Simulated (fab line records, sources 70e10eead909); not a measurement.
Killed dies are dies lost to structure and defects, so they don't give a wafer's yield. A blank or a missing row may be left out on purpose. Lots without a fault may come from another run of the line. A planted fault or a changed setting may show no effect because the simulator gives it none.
Tool commonality check | flow nand_harc | 12 lots, 36 wafers sampled

WHY IT WAS OPENED
At NHARC_P_GATE_CD_MEAS_26 the reading cd_nm is flagged on 3 of 12 lots. Wafers without a fault read 120.1 nm, standard deviation 0.55.
Rule: a lot is flagged when every wafer of it that has a number lies more than 4 standard deviations from that mean, or none has a number. The other lots count as sound.

lot  | measured     | on        | cd_nm (nm), wafer by wafer | flag
L382 | day 5 02:02  | cd_sem-01 | 119.9 120.4 119.7          |
L383 | day 5 19:40  | cd_sem-03 | 120.8 120.1 119.6          |
L387 | day 7 05:08  | cd_sem-01 | 120.1 120.1 119.4          |
L388 | day 7 17:26  | cd_sem-02 | 120.4 120.6 120.8          |
L389 | day 7 22:28  | cd_sem-02 | 121.3 120.8 120.5          |
L391 | day 8 20:02  | cd_sem-02 | 118.8 118.8 118.8          |
L395 | day 10 11:31 | cd_sem-02 | 117.2 117.5 117.2          | FLAGGED
L397 | day 11 06:29 | cd_sem-01 | 117.7 117.8 116.8          | FLAGGED
L398 | day 11 23:17 | cd_sem-03 | 117.4 116.7 116.9          | FLAGGED
L403 | day 14 04:04 | cd_sem-01 | 119.0 118.4 118.9          |
L404 | day 14 09:02 | cd_sem-03 | 120.2 120.2 120.2          |
L405 | day 14 15:10 | cd_sem-01 | 120.0 120.7 119.9          |
The numbers of the flagged lots are 117.2 nm on average: -2.9 nm against the usual, or -5 standard deviations.

WHICH TOOL RAN EACH LOT
The record holds 1 process step before the reading, out of a route of 1302 steps. In each cell: the tool, then ch and the chambers that the sampled wafers went through, then the start.
lot  | flag    | NHARC_P_GATE_PEB_24
L382 |         | litho_track-01 ch 0, day 5 01:57
L383 |         | litho_track-01 ch 0, day 5 19:35
L387 |         | litho_track-01 ch 0, day 7 05:03
L388 |         | litho_track-06 ch 0, day 7 17:21
L389 |         | litho_track-04 ch 0, day 7 22:23
L391 |         | litho_track-01 ch 0, day 8 19:58
L395 | FLAGGED | litho_track-01 ch 0, day 10 11:26
L397 | FLAGGED | litho_track-01 ch 0, day 11 06:24
L398 | FLAGGED | litho_track-01 ch 0, day 11 23:13
L403 |         | litho_track-01 ch 0, day 14 03:59
L404 |         | litho_track-04 ch 0, day 14 08:58
L405 |         | litho_track-01 ch 0, day 14 15:05
What these steps do:
- NHARC_P_GATE_PEB_24: peb time 65 s.
- NHARC_P_GATE_CD_MEAS_26: target cd 120 nm.

FLAGGED OVER TOTAL, TOOL BY TOOL (the gauges that took the reading come last)
step                    | tool           | lots run | flagged | share of the flagged lots | sound lots run after its first flagged lot
NHARC_P_GATE_PEB_24     | litho_track-01 | 9        | 3       | all                       | 2 (L403,L405)
NHARC_P_GATE_PEB_24     | litho_track-04 | 2        | 0       | none                      | -
NHARC_P_GATE_PEB_24     | litho_track-06 | 1        | 0       | none                      | -
NHARC_P_GATE_CD_MEAS_26 | cd_sem-01      | 5        | 1       | some                      | 2 (L403,L405)
NHARC_P_GATE_CD_MEAS_26 | cd_sem-02      | 4        | 1       | some                      | 0
NHARC_P_GATE_CD_MEAS_26 | cd_sem-03      | 3        | 1       | some                      | 1 (L404)

WHAT THE TABLE ALLOWS
1 row of the table ran every flagged lot: litho_track-01 at NHARC_P_GATE_PEB_24.
- litho_track-01 at NHARC_P_GATE_PEB_24: 3 of its 9 lots flagged. Sound lots ran on it after the first flagged one (L403, L405), which a lasting fault on the whole tool wouldn't allow.
No row of the table ran every flagged lot and no sound lot after the first.

WHAT THE SIMULATOR HAD PUT IN
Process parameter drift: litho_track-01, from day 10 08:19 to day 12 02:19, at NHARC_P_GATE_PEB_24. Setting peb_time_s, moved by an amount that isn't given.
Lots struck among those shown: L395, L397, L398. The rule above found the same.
